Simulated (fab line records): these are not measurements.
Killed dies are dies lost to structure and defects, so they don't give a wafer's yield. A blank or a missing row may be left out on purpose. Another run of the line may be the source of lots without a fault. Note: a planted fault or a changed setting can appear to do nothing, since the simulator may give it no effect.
Struck lot and sound lot, side by side ; flow nand harc ; 15 steps out of a route of 1302
Sound: wafers L269.1, L269.3, L269.5. The struck wafers were L275.2, L275.4, L275.5. The cause comes at the end.
Order at every step that has rows: each side's tool, ch and its chambers, its first start. Under that, the readings that differ: sound wafers ; struck wafers ; difference of the means ; sigmas: that difference in standard deviations of wafers without a fault.
alike: readings whose means differ by less than 2 such deviations, and words and numbers that are the same on both sides. not compared: withheld readings, readings that some wafer has no value for, bounds like >300 that may hide the same value, and numbers for which the record gives no deviation and whose values overlap.
A row with sigmas, a row that says differs or no value, or rows on one side alone: a step with any of these is where the two part. When numbers do not overlap yet have no deviation, they are printed without sigmas and do not part them. A reading that every wafer of one side lacks parts them only if that side has two wafers or more.

first, 4 steps without rows for these wafers: NHARC_A_M0_EBR_05; NHARC_A_M0_EXPOSE_06 (exposes mask A M0, target cd 80 nm); NHARC_A_M0_PEB_07 (peb time 65 s); NHARC_A_M0_DEVELOP_08 (develop time 35 s).
NHARC_A_M0_CD_MEAS_09: the cd target is 80 nm.
  sound on cd sem-01 ch 0, day 26 21:41; struck on cd sem-02 ch 0, day 28 19:03
  alike: cd nm
NHARC_A_M0_OVL_MEAS_10: pitch 160 nm.
  sound on overlay-02, day 26 21:46; struck on overlay-02, day 28 19:08
reading;sound;struck;difference;sigmas
overlay x nm (nm);1.6 1.7 1.5;-0.5 0.3 -0.5;-1.8;-3
overlay y nm (nm);1.3 1.3 1.1;-0.8 -0.8 -0.8;-2.0;-3
NHARC_A_M0_INSPECT_11:
  sound on defect inspect-02, day 26 21:49; struck on defect inspect-02, day 28 19:11
  alike: raw defect count
NHARC_A_M0_DESCUM_14: chemistry O2, time 3 s.
  sound on rie diel-08 ch 2,3, day 26 21:52; struck on rie diel-08 ch 1,2,3, day 28 19:16
  alike: drypump motor current A, oes product au, rf vpp V, showerhead plenum p Torr, throttle valve pct
  not compared: rf hours counter h
NHARC_A_M0_ETCH_34: etches the open film in N2/H2, target depth 40 nm, overetch 12 nm, time 43.94 s.
  sound on rie diel-08 ch 0,2, day 26 21:58; struck on rie diel-08 ch 1,3, day 28 19:19
  alike: drypump motor current A, h2 flow sccm, oes product au, rf vpp V, showerhead plenum p Torr, throttle valve pct
  not compared: rf hours counter h
NHARC_A_M0_ETCH_15: etches the open film in C4F8/Ar, target depth 150 nm, overetch 15 nm, time 82.5 s.
  sound on rie diel-08 ch 2,3; struck on rie diel-08 ch 0,2
  alike: oes product au, rf vpp V
  not compared: rf hours counter h
NHARC_A_M0_CD_MEAS_16:
  sound on cd sem-01, day 26 22:13; struck on cd sem-02, day 28 19:32
  alike: cd nm
NHARC_A_M0_STRIP_18: strips in N2/H2.
  sound on rie diel-09 ch 0,1,2, day 26 22:19; struck on rie diel-09 ch 0,2, day 28 19:37
  alike: chamber pressure mTorr, drypump motor current A, h2 flow sccm, oes product au, rf vpp V, showerhead plenum p Torr, throttle valve pct
  not compared: rf hours counter h
NHARC_A_M0_STRIP_19: strips in post etch residue remover, time 600 s.
  sound on wet bench-06 ch 0,2,7, day 26 22:34; struck on wet bench-06 ch 4,5,6, day 28 19:57
  no value came back on the struck wafers for bath heat duty pct (%), run length s (s); on the sound wafers bath heat duty pct (%) reads 11.5 14.6 12.3
NHARC_A_M0_DEGAS_28: time 60 s.
  sound on pvd sputter-02, day 26 22:50; struck on pvd sputter-03, day 28 20:13
  alike: heater power w, susceptor temp C
NHARC_END_SORT_01:
  the record has rows for the sound wafers here (prober-01 ch 0, day 28 14:55) and none for the struck ones

== WHERE THEY PART ==
Last at NHARC_END_SORT_01 as far as this record goes, first at NHARC_A_M0_OVL_MEAS_10.

WHY: what the simulator had put in
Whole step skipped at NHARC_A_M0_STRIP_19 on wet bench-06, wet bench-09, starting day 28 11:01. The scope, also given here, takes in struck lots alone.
